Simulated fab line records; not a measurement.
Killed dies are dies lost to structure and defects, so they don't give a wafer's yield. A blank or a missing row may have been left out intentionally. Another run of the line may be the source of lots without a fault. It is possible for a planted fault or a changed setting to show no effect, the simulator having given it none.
Which tool did it? | flow n5-finfet | Sampling: 11 lots, 33 wafers, 5 of 1938 route steps

WHAT THE GAUGES SHOWED, per wafer
N5_BEOL_M11_THK_MEAS_01.
lot  | measured     | on            | M11_ILD_THK (nm)
L101 | day 10 10:42 | film-metro-01 | 265 270 270
L104 | day 11 03:53 | film-metro-01 | 264 272 269
L106 | day 11 13:42 | film-metro-02 | 262 270 265
L105 | day 11 14:22 | film-metro-02 | 263 267 270
L109 | day 12 13:56 | film-metro-02 | 266 269 269
L111 | day 13 03:39 | film-metro-02 | 265 228 272
L112 | day 13 06:43 | film-metro-01 | 269 268 231
L115 | day 13 18:58 | film-metro-02 | 264 271 276
L116 | day 14 04:32 | film-metro-01 | 263 268 272
L119 | day 15 01:39 | film-metro-02 | 262 270 272
L120 | day 15 09:46 | film-metro-02 | 267 270 273

WHAT TOOL EACH LOT RAN ON (gives the tool, then ch and the chambers of the sampled wafers, and finally the start)
lot  | N5_BEOL_M10_ANNEAL_51            | N5_BEOL_M10_CMP_52            | N5_BEOL_M11_ILD_DEP_00          | N5_BEOL_M11_CURE_71
L101 | rtp-anneal-01 ch 0, day 10 08:40 | cmp-01 ch 0,1,3, day 10 09:02 | pecvd-03 ch 0,2, day 10 09:32   | uv-cure-03 ch 0, day 10 10:20
L104 | rtp-anneal-02 ch 0, day 11 02:33 | cmp-03 ch 0,1,2, day 11 02:49 | pecvd-01 ch 0,1, day 11 03:18   | uv-cure-01 ch 2, day 11 03:28
L106 | rtp-anneal-02 ch 0, day 11 12:10 | cmp-02 ch 0,3, day 11 12:28   | pecvd-03 ch 0, day 11 13:00     | uv-cure-01 ch 1, day 11 13:11
L105 | rtp-anneal-02 ch 0, day 11 13:01 | cmp-01 ch 0,2,3, day 11 13:19 | pecvd-02 ch 1,2, day 11 13:47   | uv-cure-02 ch 1, day 11 13:56
L109 | rtp-anneal-01 ch 0, day 12 12:32 | cmp-02 ch 1,3, day 12 12:50   | pecvd-03 ch 2, day 12 13:19     | uv-cure-01 ch 0, day 12 13:26
L111 | rtp-anneal-01 ch 0, day 13 02:19 | cmp-03 ch 1,2,3, day 13 02:34 | pecvd-02 ch 0,1,2, day 13 03:03 | uv-cure-03 ch 2, day 13 03:13
L112 | rtp-anneal-02 ch 0, day 13 05:20 | cmp-03 ch 0,2, day 13 05:41   | pecvd-02 ch 0,1,2, day 13 06:08 | uv-cure-03 ch 2, day 13 06:13
L115 | rtp-anneal-02 ch 0, day 13 17:41 | cmp-03 ch 0,1,3, day 13 17:53 | pecvd-01 ch 0,1, day 13 18:23   | uv-cure-01 ch 1, day 13 18:37
L116 | rtp-anneal-01 ch 0, day 14 03:14 | cmp-01 ch 2,3, day 14 03:29   | pecvd-03 ch 1,2, day 14 03:56   | uv-cure-01 ch 0, day 14 04:10
L119 | rtp-anneal-01 ch 0, day 15 00:14 | cmp-03 ch 2,3, day 15 00:35   | pecvd-01 ch 1,2, day 15 01:03   | uv-cure-03 ch 0, day 15 01:08
L120 | rtp-anneal-01 ch 0, day 15 08:22 | cmp-02 ch 0,1,2, day 15 08:43 | pecvd-01 ch 0,1,2, day 15 09:10 | uv-cure-02 ch 2, day 15 09:15
- N5_BEOL_M10_ANNEAL_51: time 90 s.
- N5_BEOL_M10_CMP_52: polishes, stops on SiCOH lowk, t overpolish 7 s, target thk 140 nm.
- N5_BEOL_M11_ILD_DEP_00: deposits SiCOH lowk from DEMS/porogen, target thk 308.51 nm, time 58 s.
- N5_BEOL_M11_CURE_71: cures SiCOH lowk, time 240 s.

THE ANSWER, worked out from the rows above alone
Rule: the lots themselves supply what counts as usual. Put in order of their means at a reading, lots are off if they are a third of the lots or fewer, leave a main group of 4 or more, and stand apart from it by a gap of 3 or more times the standard deviation of the main group's means; of several such gaps the widest counts. If all means in a main group match to the digits the tables above print for the reading, that group is not used. A lot without any number at a reading at which 4 lots or more have one is off too. Any other lot the step has rows for is counted as sound.
Off: L111, L112, seen at N5_BEOL_M11_THK_MEAS_01 (M11_ILD_THK). For the main group the mean is 268 nm and the standard deviation 1.4.
A tool fits if, at a process step before that reading, it ran every lot that is off, and no sound lot after the first of them. The gauges at N5_BEOL_M11_THK_MEAS_01 are tried like those tools. One candidate fits, namely pecvd-02 at N5_BEOL_M11_ILD_DEP_00. A fault onset in the window from L105 (day 11 13:47, its last sound lot) to L111 (day 13 03:03, its first lot off) fits.

WHAT THE SIMULATOR HAD PUT IN
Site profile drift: pecvd-02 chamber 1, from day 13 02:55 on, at N5_BEOL_M11_ILD_DEP_00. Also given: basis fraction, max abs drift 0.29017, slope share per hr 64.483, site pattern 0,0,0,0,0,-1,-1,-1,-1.
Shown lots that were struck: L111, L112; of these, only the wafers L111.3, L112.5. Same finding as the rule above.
